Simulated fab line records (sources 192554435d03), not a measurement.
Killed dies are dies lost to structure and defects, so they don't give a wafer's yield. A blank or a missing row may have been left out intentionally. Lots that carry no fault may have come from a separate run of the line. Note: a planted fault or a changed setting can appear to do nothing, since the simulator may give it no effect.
Chamber matching	flow n5_finfet	N5_FIN_SAQP_PECVD_47 on pecvd-01 has 3 sister chambers
The step deposits a-Si from SiH4/He, target thk 45 nm, time 36.3 s. 6 wafers are shown with their chamber, then 8 later ones without.

== EACH WAFER AND ITS CHAMBER ==
wafer	chamber	throttle_valve_pct (%)	showerhead_plenum_p_Torr (Torr)
L080.1	1	20.4	5.72
L080.6	0	18.9	5.60
L087.1	2	17.9	5.69
L087.5	0	19.1	5.61
L087.6	2	17.9	5.71
L093.4	1	20.5	5.72

== WAFERS WITHOUT THEIR CHAMBER ==
wafer	throttle_valve_pct (%)	showerhead_plenum_p_Torr (Torr)
L093.5	17.6	5.72
L093.6	19.2	5.62
L094.2	17.7	5.71
L094.4	18.0	5.72
L094.5	19.2	5.62
L095.1	18.8	5.62
L095.3	18.0	5.72
L095.6	17.8	5.71

== WHICH CHAMBER EACH ONE RAN IN ==
wafer	from the rows above	in truth
L093.5	2	2
L093.6	0	0
L094.2	2	2
L094.4	2	2
L094.5	0	0
L095.1	0	0
L095.3	2	2
L095.6	2	2
Placed correctly: 8 of 8. From these rows, 0 cannot be placed. Placed wrongly: 0.
How it was worked out, from the rows above alone: a wafer's distance from a chamber is the root of the sum, over the readings, of the square of ((its reading less the chamber's mean) divided by the reading's scatter). The wafer belongs to the nearest chamber; if the next one is less than 2 further off, it can't be placed. For every chamber, the mean is computed from those of its wafers that are shown. The scatter: the root of (the sum of the squares of (reading less its chamber's mean) over the shown wafers, divided by (wafers less chambers)).
